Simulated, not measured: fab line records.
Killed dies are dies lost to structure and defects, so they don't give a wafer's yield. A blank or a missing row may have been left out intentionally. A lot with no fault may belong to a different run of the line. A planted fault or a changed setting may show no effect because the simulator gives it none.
A lot that was struck, set against a sound lot	flow nand_harc	14 steps out of a route of 1159
Sound: wafers L209.3, L209.4, L209.6. Wafers struck: L226.1, L226.2, L226.5. The cause comes at the end.
Each step with rows lists, per side, the tool, then ch with its chambers, then its first start. Under that, the readings that differ: sound wafers	struck wafers	difference of the means	sigmas: that difference in standard deviations of wafers without a fault.
alike: same words and numbers on both sides, and readings whose means sit less than 2 such deviations apart. not compared: any withheld reading, any reading some wafer has no value for, any bound like >300 that may hide the same value, and any number with overlapping values for which the record gives no deviation.
The two part at a step that has a row with sigmas, a row that says differs or no value, or rows on one side only. Non-overlapping numbers with no deviation appear without sigmas and do not part them. Lack of a reading on every wafer of one side parts them only where that side has two or more wafers.

NHARC_A_SOURCE_PLATE_THK_MEAS_06: measures by ellipsometry.
  sound: film_metro-01 at day 9 01:24; struck: film_metro-01 at day 12 18:10
  alike: thk_nm
NHARC_A_SOURCE_PLATE_INSPECT_08:
  sound: defect_inspect-02 at day 9 01:28; struck: defect_inspect-01 at day 12 18:14
  alike: raw_defect_count
following that, 1 step holds no rows for these wafers, namely NHARC_A_ONON_D1_DEP_00 (target thickness 1000 nm).
NHARC_A_ONON_D1_THK_MEAS_02: measures by ellipsometry.
  sound: film_metro-02 at day 9 02:04; struck: film_metro-01 at day 12 18:49
  alike: thk_nm
following that, 1 step holds no rows for these wafers, namely NHARC_A_ONON_D1_DEP_03 (target thickness 1000 nm).
NHARC_A_ONON_D1_THK_MEAS_05: measures by ellipsometry.
  sound: film_metro-01 at day 9 02:38; struck: film_metro-02 at day 12 19:23
  alike: thk_nm
following that, 1 step holds no rows for these wafers, namely NHARC_A_ONON_D1_DEP_06 (target thickness 1000 nm).
NHARC_A_ONON_D1_THK_MEAS_08: measures by ellipsometry.
  sound: film_metro-02 at day 9 03:11; struck: film_metro-01 at day 12 19:56
  alike: thk_nm
following that, 1 step holds no rows for these wafers, namely NHARC_A_ONON_D1_DEP_09 (target thickness 1000 nm).
NHARC_A_ONON_D1_THK_MEAS_11: measures by ellipsometry.
  sound: film_metro-01 at day 9 03:46; struck: film_metro-01 at day 12 20:31
  alike: thk_nm
NHARC_A_ONON_D1_DEP_12: target thk 1000 nm.
  sound on pecvd_onon-04 ch 0, day 9 03:56; struck on pecvd_onon-04 ch 0, day 12 20:34
NHARC_A_ONON_D1_THK_MEAS_14: measures by ellipsometry.
  sound: film_metro-01 at day 9 04:20; struck: film_metro-02 at day 12 21:05
reading	sound	struck	difference	sigmas
thk_nm (nm)	1011 1010 1012	429 430 427	-582	-70
then, 1 step without rows for these wafers: NHARC_A_ONON_D1_ANNEAL_15 (time 3600 s).
-- break in the record here, with 11 days between the starts of the struck wafers on either side (left off in module A_ONON_D1, picked up again in module END, where the first step shown is number 1159 on the route) --
NHARC_END_SORT_01:
  at this point the record logs the struck wafers (prober-02 ch 0, day 24 06:03) and has no rows for the sound ones

WHERE THEY PART
First at NHARC_A_ONON_D1_THK_MEAS_14; last, within this record, at NHARC_END_SORT_01.

WHY: whatever the simulator had introduced
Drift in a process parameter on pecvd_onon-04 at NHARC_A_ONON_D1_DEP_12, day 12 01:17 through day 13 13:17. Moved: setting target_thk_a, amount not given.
